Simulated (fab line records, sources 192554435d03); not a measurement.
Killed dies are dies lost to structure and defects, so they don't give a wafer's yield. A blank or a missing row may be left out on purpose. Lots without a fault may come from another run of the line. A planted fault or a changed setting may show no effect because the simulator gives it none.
Split-lot experiment | flow n5_finfet | 7 lots, 21 wafers read, on a route of 1938 steps

THE SPLIT
At N5_BEOL_M9_TRENCH_ETCH_37 (etches SiCOH lowk in C4F6/O2, target depth 151.43 nm, time 49 s), the setting time_s was moved away from the recipe's 49 s on 6 of the 21 wafers read, by -15.0% to +18.7%. The other wafers ran this setting at the recipe's value.

FROM THE SPLIT TO THE READING: what the file shows between them, 11 steps
- N5_BEOL_M9_ETCH_41: etches SiCN in CH3F/O2, target depth 36.6 nm, time 70.1 s
- N5_BEOL_M9_STRIP_80: strips in N2/H2, time 10 s
- N5_BEOL_M9_OCD_MEAS_38
- N5_BEOL_M9_HM_STRIP_39: strips TiN in peroxide tin strip, target depth 25 nm, time 158 s
- N5_BEOL_M9_SRD_40: time 30 s
- N5_BEOL_M9_ECD_50: material Cu, target thk 318 nm
- N5_BEOL_M9_ANNEAL_51: time 90 s
- N5_BEOL_M9_CMP_52: polishes, stops on SiCOH lowk, t overpolish 7 s, target thk 140 nm
- N5_BEOL_M9_THK_MEAS_53: measures by xrf
- N5_BEOL_M9_PRE_CLEAN_55: time 15 s
- N5_BEOL_M9_DEP_56: deposits SiCN from 3MS/NH3, target thk 15 nm, time 26.5 s

THE READING
M9_RS, in ohm/sq, at N5_BEOL_M9_RS_MEAS_57 (measures by four-point-probe). Fault-free wafers of this fab line usually give 0.151 ohm/sq, standard deviation 0.0048 ohm/sq.

wafer  | tool, chamber at the split | time_s as run, s | against the recipe | M9_RS, ohm/sq | against lot-mates on the recipe
L074.1 | rie_diel-06, 3             | 49               | recipe             | 0.145         | -
L074.3 | rie_diel-06, 0             | 49               | recipe             | 0.145         | -
L074.4 | rie_diel-06, 1             | 49               | recipe             | 0.151         | -
L079.1 | rie_diel-02, 0             | 41.63            | -15.0%             | 0.190         | +0.037
L079.2 | rie_diel-02, 3             | 49               | recipe             | 0.153         | -
L079.5 | rie_diel-02, 1             | 41.63            | -15.0%             | 0.194         | +0.041
L084.3 | rie_diel-05, 0             | 49               | recipe             | 0.151         | -
L084.4 | rie_diel-05, 3             | 49               | recipe             | 0.153         | -
L084.6 | rie_diel-05, 0             | 49               | recipe             | 0.149         | -
L088.2 | rie_diel-02, 3             | 49               | recipe             | 0.156         | -
L088.5 | rie_diel-02, 3             | 49               | recipe             | 0.153         | -
L088.6 | rie_diel-02, 0             | 57.41            | +17.2%             | 0.123         | -0.032
L087.2 | rie_diel-06, 0             | 49               | recipe             | 0.146         | -
L087.4 | rie_diel-06, 3             | 49               | recipe             | 0.149         | -
L087.6 | rie_diel-06, 3             | 49               | recipe             | 0.148         | -
L089.1 | rie_diel-05, 3             | 43.95            | -10.3%             | 0.175         | +0.028
L089.2 | rie_diel-05, 1             | 43.95            | -10.3%             | 0.179         | +0.032
L089.6 | rie_diel-05, 2             | 49               | recipe             | 0.147         | -
L091.3 | rie_diel-06, 2             | 49               | recipe             | 0.148         | -
L091.4 | rie_diel-06, 3             | 49               | recipe             | 0.151         | -
L091.6 | rie_diel-06, 0             | 58.18            | +18.7%             | 0.122         | -0.027

THE FIT
A straight line over all 21 wafers: M9_RS changes by -0.00212 ohm/sq for each +1% of time_s; r = -0.96; the points scatter about the line by 0.0054 ohm/sq.
The same after taking each lot's own level away (the mean of its wafers on the recipe; 21 wafers): -0.00215 ohm/sq for each +1%; r = -0.97; scatter 0.0044 ohm/sq.
On that fit, the largest move of time_s shifts the reading by 0.04 ohm/sq.
The lots' own levels span 0.1470 to 0.1545 ohm/sq, that is 1.6 times the standard deviation above.
So the lot-to-lot level changes the slope little: the two slopes agree.
Check: with one of the wafers moved furthest among these (+18.7%) left out of the fit, the line predicts -0.0433 ohm/sq for it against its lot-mates. It came out at -0.0275 ohm/sq against them.

OTHER SPLITS ON THESE WAFERS
These wafers also went through other splits before the reading. Each is held against what the fit with the lots' levels taken away leaves over:
other split on the same wafers   | wafers away from the commonest value | r with M9_RS (lot level and that fit taken away)
N5_BEOL_M8_TRENCH_ETCH_37 time_s | 3                                    | +0.07
N5_BEOL_M9_ETCH_65 bias_w        | 11                                   | -0.17

THE WHOLE CHAIN: every reading that the file lists as answering this split, in the file's order
step                      | what it does                                                       | reading                                                                          | change (the file's fit)                | r (the file's)
N5_BEOL_M9_TRENCH_ETCH_37 | etches SiCOH lowk in C4F6/O2, target depth 151.43 nm, time 49 s    | BEOL_M9.feature_depth_nm (the simulator's own value, which no gauge read)        | +1.71 nm for each +1% of the setting   | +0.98
N5_BEOL_M9_TRENCH_ETCH_37 | etches SiCOH lowk in C4F6/O2, target depth 151.43 nm, time 49 s    | etch.depth_nm (the simulator's own value, which no gauge read)                   | +1.71 nm for each +1% of the setting   | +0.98
N5_BEOL_M9_TRENCH_ETCH_37 | etches SiCOH lowk in C4F6/O2, target depth 151.43 nm, time 49 s    | TiN_of_BEOL_M9_HM_DEP_02.thk_nm (the simulator's own value, which no gauge read) | -0.0458 nm for each +1% of the setting | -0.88
N5_BEOL_M9_OCD_MEAS_38    |                                                                    | trench_depth_nm                                                                  | +1.71 nm for each +1% of the setting   | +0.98
N5_BEOL_M9_CMP_52         | polishes, stops on SiCOH lowk, t overpolish 7 s, target thk 140 nm | Cu_of_BEOL_M9_ECD_50.thk_nm (the simulator's own value, which no gauge read)     | +1.76 nm for each +1% of the setting   | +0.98
N5_BEOL_M9_THK_MEAS_53    | measures by xrf                                                    | M9_THK                                                                           | +1.76 for each +1% of the setting      | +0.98
N5_BEOL_M9_RS_MEAS_57     | measures by four-point-probe                                       | M9_RS                                                                            | -0.00201 for each +1% of the setting   | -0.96

THE FILE'S OWN FIT
M9_RS changes by -0.00201 ohm/sq for each +1% of time_s, r = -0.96.
